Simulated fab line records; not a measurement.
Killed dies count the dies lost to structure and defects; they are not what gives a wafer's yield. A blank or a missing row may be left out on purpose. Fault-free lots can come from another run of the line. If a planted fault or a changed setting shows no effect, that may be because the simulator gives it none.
A lot that was struck, set against a sound lot :: flow nand_harc :: 24 out of 1302 route steps
Sound: the wafers L245.1, L245.2, L245.6. Struck: wafer L235.5. (L235.6 of the same lot was not struck and is left out.) The cause comes at the end.
At each step with rows: each side's tool, then ch and its chambers, then its first start. Under that, the readings that differ: sound wafers :: struck wafers :: difference of the means :: sigmas: that difference in standard deviations of wafers without a fault.
alike: same words and numbers on both sides, and readings whose means sit less than 2 such deviations apart. not compared: any withheld reading, any reading some wafer has no value for, any bound like >300 that may hide the same value, and any number with overlapping values for which the record gives no deviation.
The two part at a step that has a row with sigmas, a row that says differs or no value, or rows on one side only. Numbers that don't overlap but have no deviation are shown without sigmas and don't part them. A reading that every wafer of one side lacks parts them only if that side has two wafers or more.

NHARC_P_M1_INSPECT_27:
  struck on defect_inspect-01, day 8 21:31; sound on defect_inspect-02, day 13 04:25
  alike: raw_defect_count
NHARC_P_M1_PRE_CLEAN_32: time 12 s.
  sound on pecvd-03 ch 0,1, day 13 04:29; struck on pecvd-02 ch 2, day 8 21:38
  alike: heater_power_w
NHARC_P_M1_DEP_33: deposits SiCN, target thk 30 nm.
  sound on pecvd-03 ch 0,1, day 13 04:36; struck on pecvd-02 ch 2, day 8 21:48
  alike: chamber_pressure_Torr, heater_power_w
then, 8 steps without rows for these wafers: NHARC_P_M2_DEP_00 (deposits SiOC, target thk 182.5 nm); NHARC_P_M2_DEHYDRATE_01 (time 120 s); NHARC_P_M2_HMDS_02 (time 30 s); NHARC_P_M2_COAT_34 (time 65 s); NHARC_P_M2_COAT_03 (resist thk 90 nm); NHARC_P_M2_SOFTBAKE_04 (time 55 s); NHARC_P_M2_EBR_05; NHARC_P_M2_EXPOSE_06 (exposes mask P M2, target cd 170 nm).
NHARC_P_M2_PEB_07: peb time 65 s.
  sound on litho_track-04 ch 0, day 13 05:42; struck on litho_track-06 ch 0, day 8 22:49
then, 1 step without rows for these wafers: NHARC_P_M2_DEVELOP_08 (develop time 35 s).
NHARC_P_M2_CD_MEAS_09 targets a cd of 170 nm.
  sound on cd_sem-01 ch 0, day 13 05:47; struck on cd_sem-03 ch 0, day 8 22:55
reading: cd_nm (nm)
sound: 169.6 168.9 170.0
struck: 177.8
difference: +8.3
sigmas: +11
NHARC_P_M2_OVL_MEAS_10: pitch 340 nm.
  struck on overlay-02, day 8 22:59; sound on overlay-01, day 13 05:52
  alike: overlay_x_nm, overlay_y_nm
NHARC_P_M2_INSPECT_11:
  struck on defect_inspect-02, day 8 23:01; sound on defect_inspect-01, day 13 05:55
  alike: raw_defect_count
NHARC_P_M2_DESCUM_14: chemistry O2, time 3 s.
  sound on rie_diel-10 ch 2,3, day 13 05:58; struck on rie_diel-05 ch 3, day 8 23:07
reading: rf_vpp_V (V)
sound: 57.5 57.4 58.0
struck: 55.6
difference: -2.0
sigmas: -2

reading: model.P_M2.cd_nm (nm)
sound: 168.1 169.3 170.2
struck: 177.8
difference: +8.6
sigmas: 
  alike: drypump_motor_current_A, oes_product_au, showerhead_plenum_p_Torr, throttle_valve_pct
  not compared: rf_hours_counter_h
NHARC_P_M2_ETCH_35: etches the open film in N2/H2, target depth 40 nm, overetch 12 nm, time 43.94 s.
  sound on rie_diel-10 ch 0,2, day 13 06:04; struck on rie_diel-05 ch 2, day 8 23:12
  alike: drypump_motor_current_A, oes_product_au, rf_vpp_V, showerhead_plenum_p_Torr, throttle_valve_pct
  not compared: rf_hours_counter_h
NHARC_P_M2_ETCH_15: etches the open film in C4F8/Ar, target depth 182.5 nm, time 91.2 s.
  sound on rie_diel-10 ch 2,3; struck on rie_diel-05 ch 2
reading: oes_product_au (a.u.)
sound: 0.969 0.959 0.964
struck: 0.914
difference: -0.050
sigmas: -2
  alike: rf_vpp_V
  not compared: rf_hours_counter_h
NHARC_P_M2_CD_MEAS_16:
  struck on cd_sem-02, day 8 23:24; sound on cd_sem-01, day 13 06:19
reading: cd_nm (nm)
sound: 168.2 169.5 170.4
struck: 178.0
difference: +8.6
sigmas: +9
NHARC_P_M2_STRIP_18: strips in N2/H2.
  sound on rie_diel-05 ch 1,3, day 13 06:25; struck on rie_diel-10 ch 0, day 8 23:34
  alike: drypump_motor_current_A, oes_product_au, power_w, rf_vpp_V, showerhead_plenum_p_Torr, throttle_valve_pct
  not compared: rf_hours_counter_h
NHARC_P_M2_ETCH_28: etches the open film in CF4/N2, target depth 30 nm, time 72.99 s.
  sound on rie_diel-05 ch 0,3; struck on rie_diel-10 ch 2
reading: model.P_M2.cd_nm (nm)
sound: 168.5 169.9 170.7
struck: 178.7
difference: +9.0
sigmas: 
  alike: drypump_motor_current_A, oes_product_au, rf_vpp_V, showerhead_plenum_p_Torr, throttle_valve_pct
  not compared: rf_hours_counter_h
then, 1 step without rows for these wafers: NHARC_P_M2_STRIP_19 (strips in post etch residue remover, time 600 s).
-- jump in the record: it breaks off in module P_M2 and resumes in module END (first step shown: number 1302 of the route), and 18 days separate the struck wafers' starts before and after --
NHARC_END_SORT_01:
  sound on prober-02 ch 0, day 30 18:48; struck on prober-01 ch 0, day 26 22:56
  alike: defect_limited_yield, killed_at_array, killed_at_other, killed_at_periphery, killed_dies, killed_open, killed_short

WHERE THEY PART
Earliest at NHARC_P_M2_CD_MEAS_09; latest, in this record, at NHARC_P_M2_CD_MEAS_16. Later steps at which nothing parts them and some readings are alike: NHARC_P_M2_STRIP_18, NHARC_P_M2_ETCH_28, NHARC_END_SORT_01.

WHY: what the simulator had put in
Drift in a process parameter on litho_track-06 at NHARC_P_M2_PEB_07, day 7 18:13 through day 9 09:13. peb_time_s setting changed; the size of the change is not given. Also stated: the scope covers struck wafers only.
